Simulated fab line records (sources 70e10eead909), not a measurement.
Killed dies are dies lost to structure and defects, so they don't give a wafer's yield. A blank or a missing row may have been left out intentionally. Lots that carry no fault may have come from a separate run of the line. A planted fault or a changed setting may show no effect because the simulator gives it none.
Which tool was responsible? -- flow nand_harc -- 24 lots with 72 wafers sampled at 5 steps, on a route of 1302 steps

WHAT THE GAUGES SHOWED, per wafer
NHARC_A_CONTACT_OVL_MEAS_09. Usual: overlay_x_nm 0.0 nm, standard deviation 0.69; overlay_y_nm -0.2 nm, standard deviation 0.77.
lot,measured,on,overlay_x_nm (nm),overlay_y_nm (nm),flag
L074,day 22 10:42,overlay-02,0.7 0.7 1.2,-1.4 -1.0 -0.5,
L075,day 22 16:47,overlay-02,0.6 1.2 0.7,-0.9 -0.4 -0.8,
L076,day 22 18:31,overlay-01,-0.3 -0.3 0.1,0.6 0.4 0.8,
L077,day 23 07:20,overlay-02,-0.4 0.3 -0.4,-0.8 -1.4 -0.3,
L078,day 23 17:00,overlay-02,-1.3 -0.9 -1.2,-0.3 -0.8 -0.4,
L079,day 24 00:40,overlay-01,0.2 0.3 0.5,1.2 0.6 1.0,
L080,day 24 17:23,overlay-02,-0.9 -1.2 -0.7,-1.0 -2.1 -1.9,
L081,day 25 10:49,overlay-01,0.5 0.4 1.0,-1.3 -0.7 -1.3,
L083,day 25 23:33,overlay-01,0.0 -0.9 0.1,0.1 -0.5 -0.5,
L082,day 25 23:47,overlay-02,1.8 1.2 0.9,0.0 0.2 -0.1,
L084,day 27 00:52,overlay-01,0.2 0.5 0.3,-0.8 -1.0 -0.7,
L085,day 27 02:46,overlay-01,-0.5 -0.1 -0.2,-1.1 -0.9 -0.9,
L087,day 27 15:18,overlay-02,-1.1 -0.9 -0.5,-0.2 0.0 -0.7,
L088,day 27 17:15,overlay-01,-0.7 -1.0 -1.4,1.2 2.0 1.5,
L086,day 27 18:13,overlay-01,-0.1 0.2 0.6,-0.8 -0.5 -0.9,
L089,day 27 19:55,overlay-02,0.3 0.1 0.0,-1.2 -0.7 -0.7,
L091,day 28 20:22,overlay-01,-0.6 -0.9 -0.6,0.8 1.0 0.4,
L090,day 28 22:10,overlay-02,-0.3 -0.1 -0.2,-0.2 0.0 -0.1,
L092,day 29 16:50,overlay-01,-0.8 -0.7 -0.1,0.5 -0.2 -0.2,
L093,day 29 21:49,overlay-01,0.1 0.1 0.5,0.1 -0.4 -0.4,
L094,day 30 01:37,overlay-01,0.4 0.5 0.3,1.0 0.9 0.8,
L095,day 30 19:16,overlay-01,0.6 -0.2 0.5,-0.6 -0.5 -0.5,
L096,day 30 19:55,overlay-02,-0.5 -0.6 -0.7,0.1 -0.1 -0.5,
L097,day 32 14:22,overlay-02,0.6 0.9 0.4,-0.2 -0.1 0.1,

NHARC_A_CONTACT_CD_MEAS_15. Usual: cd_nm reads 190.0 nm (standard deviation 0.63).
lot,measured,on,cd_nm (nm),flag
L074,day 22 14:42,cd_sem-03,190.3 191.1 191.0,
L075,day 22 20:35,cd_sem-03,189.6 190.2 189.7,
L076,day 22 21:47,cd_sem-03,191.0 191.3 191.3,
L077,day 23 10:42,cd_sem-01,190.3 190.3 190.0,
L078,day 23 20:31,cd_sem-01,188.8 189.9 189.5,
L079,day 24 03:58,cd_sem-02,189.8 190.2 189.4,
L080,day 24 20:40,cd_sem-03,188.7 190.1 189.6,
L081,day 25 14:06,cd_sem-03,190.1 190.0 189.3,
L083,day 26 02:53,cd_sem-01,190.8 190.1 190.8,
L082,day 26 04:27,cd_sem-02,191.2 190.2 190.6,
L084,day 27 04:09,cd_sem-03,189.7 189.9 190.2,
L085,day 27 06:03,cd_sem-02,189.7 190.7 189.6,
L087,day 27 18:35,cd_sem-01,189.6 189.8 190.3,
L088,day 27 21:05,cd_sem-01,190.0 189.5 190.5,
L086,day 27 21:29,cd_sem-01,189.6 189.4 190.0,
L089,day 27 23:11,cd_sem-02,189.8 189.7 189.9,
L091,day 28 23:40,cd_sem-03,190.1 189.8 190.0,
L090,day 29 01:26,cd_sem-03,189.2 189.0 189.5,
L092,day 29 20:08,cd_sem-01,190.7 189.8 190.2,
L093,day 30 01:16,cd_sem-02,191.7 190.3 191.1,
L094,day 30 05:08,cd_sem-01,190.4 190.2 190.1,
L095,day 30 23:09,cd_sem-03,190.3 188.6 190.1,
L096,day 30 23:46,cd_sem-01,190.2 189.7 189.5,
L097,day 32 17:41,cd_sem-02,190.4 189.3 189.7,

WHAT TOOL EACH LOT RAN ON (gives the tool, then ch and the chambers of the sampled wafers, and finally the start)
lot,NHARC_A_CONTACT_ETCH_135,NHARC_A_CONTACT_ETCH_137,NHARC_A_CONTACT_ETCH_138
L074,"har_cap_etch-02 ch 0,1, day 22 12:50","har_cap_etch-02 ch 0,1, day 22 13:23","har_cap_etch-02 ch 0,1, day 22 13:40"
L075,"har_cap_etch-02 ch 0,1, day 22 18:17","har_cap_etch-02 ch 0,1, day 22 19:00","har_cap_etch-02 ch 0,1, day 22 19:22"
L076,"har_cap_etch-01 ch 0,1, day 22 19:56","har_cap_etch-01 ch 0,1, day 22 20:28","har_cap_etch-01 ch 0,1, day 22 20:44"
L077,"har_cap_etch-03 ch 0,1, day 23 08:48","har_cap_etch-03 ch 0,1, day 23 09:21","har_cap_etch-03 ch 0,1, day 23 09:37"
L078,"har_cap_etch-03 ch 0,1, day 23 18:28","har_cap_etch-03 ch 0,1, day 23 19:01","har_cap_etch-03 ch 0,1, day 23 19:17"
L079,"har_cap_etch-03 ch 0,1, day 24 02:06","har_cap_etch-03 ch 0,1, day 24 02:39","har_cap_etch-03 ch 0,1, day 24 02:55"
L080,"har_cap_etch-03 ch 0,1, day 24 18:51","har_cap_etch-03 ch 0,1, day 24 19:23","har_cap_etch-03 ch 0,1, day 24 19:40"
L081,"har_cap_etch-01 ch 0,1, day 25 12:22","har_cap_etch-01 ch 0,1, day 25 12:55","har_cap_etch-01 ch 0,1, day 25 13:11"
L083,"har_cap_etch-03 ch 0,1, day 26 01:04","har_cap_etch-03 ch 0,1, day 26 01:37","har_cap_etch-03 ch 0,1, day 26 01:53"
L082,"har_cap_etch-03 ch 0,1, day 26 02:43","har_cap_etch-03 ch 0,1, day 26 03:16","har_cap_etch-03 ch 0,1, day 26 03:32"
L084,"har_cap_etch-01 ch 0,1, day 27 02:17","har_cap_etch-01 ch 0,1, day 27 02:49","har_cap_etch-01 ch 0,1, day 27 03:06"
L085,"har_cap_etch-02 ch 0,1, day 27 04:11","har_cap_etch-02 ch 0,1, day 27 04:44","har_cap_etch-02 ch 0,1, day 27 05:01"
L087,"har_cap_etch-01 ch 0,1, day 27 16:49","har_cap_etch-01 ch 0,1, day 27 17:21","har_cap_etch-01 ch 0,1, day 27 17:37"
L088,"har_cap_etch-02 ch 0,1, day 27 18:49","har_cap_etch-02 ch 0,1, day 27 19:33","har_cap_etch-02 ch 0,1, day 27 19:55"
L086,"har_cap_etch-03 ch 0,1, day 27 19:41","har_cap_etch-03 ch 0,1, day 27 20:13","har_cap_etch-03 ch 0,1, day 27 20:30"
L089,"har_cap_etch-01 ch 0,1, day 27 21:20","har_cap_etch-01 ch 0,1, day 27 21:52","har_cap_etch-01 ch 0,1, day 27 22:08"
L091,"har_cap_etch-01 ch 1, day 28 21:47","har_cap_etch-01 ch 1, day 28 22:20","har_cap_etch-01 ch 1, day 28 22:37"
L090,"har_cap_etch-02 ch 0,1, day 28 23:38","har_cap_etch-02 ch 0,1, day 29 00:10","har_cap_etch-02 ch 0,1, day 29 00:26"
L092,"har_cap_etch-01 ch 0,1, day 29 18:19","har_cap_etch-01 ch 0,1, day 29 18:52","har_cap_etch-01 ch 0,1, day 29 19:08"
L093,"har_cap_etch-03 ch 0,1, day 29 23:22","har_cap_etch-03 ch 0,1, day 29 23:55","har_cap_etch-03 ch 0,1, day 30 00:11"
L094,"har_cap_etch-02 ch 0,1, day 30 03:16","har_cap_etch-02 ch 0,1, day 30 03:47","har_cap_etch-02 ch 0,1, day 30 04:04"
L095,"har_cap_etch-03 ch 0,1, day 30 21:17","har_cap_etch-03 ch 0,1, day 30 21:50","har_cap_etch-03 ch 0,1, day 30 22:06"
L096,"har_cap_etch-02 ch 0,1, day 30 21:56","har_cap_etch-02 ch 0,1, day 30 22:29","har_cap_etch-02 ch 0,1, day 30 22:45"
L097,"har_cap_etch-01 ch 0,1, day 32 15:50","har_cap_etch-01 ch 0,1, day 32 16:22","har_cap_etch-01 ch 0,1, day 32 16:38"
- NHARC_A_CONTACT_ETCH_135: etches the open film in C4F8/O2/Ar, time 311 s, target depth 1912 nm.
- NHARC_A_CONTACT_ETCH_137: etches the open film in C4F8/O2/Ar, time 311 s, target depth 1912 nm.
- NHARC_A_CONTACT_ETCH_138: etches the open film in C4F8/O2/Ar, time 311 s, target depth 1914 nm.

WHAT THE TOOLS THEMSELVES READ (means of the sampled wafers that have a number; where no wafer has one, the mark that the record gives instead)
The record holds no such reading with a usual standard deviation.

THE ANSWER, worked out from the rows above alone
Rule: a lot is off if the mean of its wafers that have a number lies more than 3 standard deviations from the usual mean. Also off: a lot with no number at a reading for which 4 or more lots have one. Where the step has rows for the other lots, those lots are counted as sound. The gauges are gone through in route order, then the tools' own readings, and for those a lot's mean is taken as printed above. The first step at which some lot is off is used, and at that step the reading that is off furthest; a lot without a number counts as furthest.
None of the lots is off at any reading shown; this tells nothing.

WHAT THE SIMULATOR PUT IN
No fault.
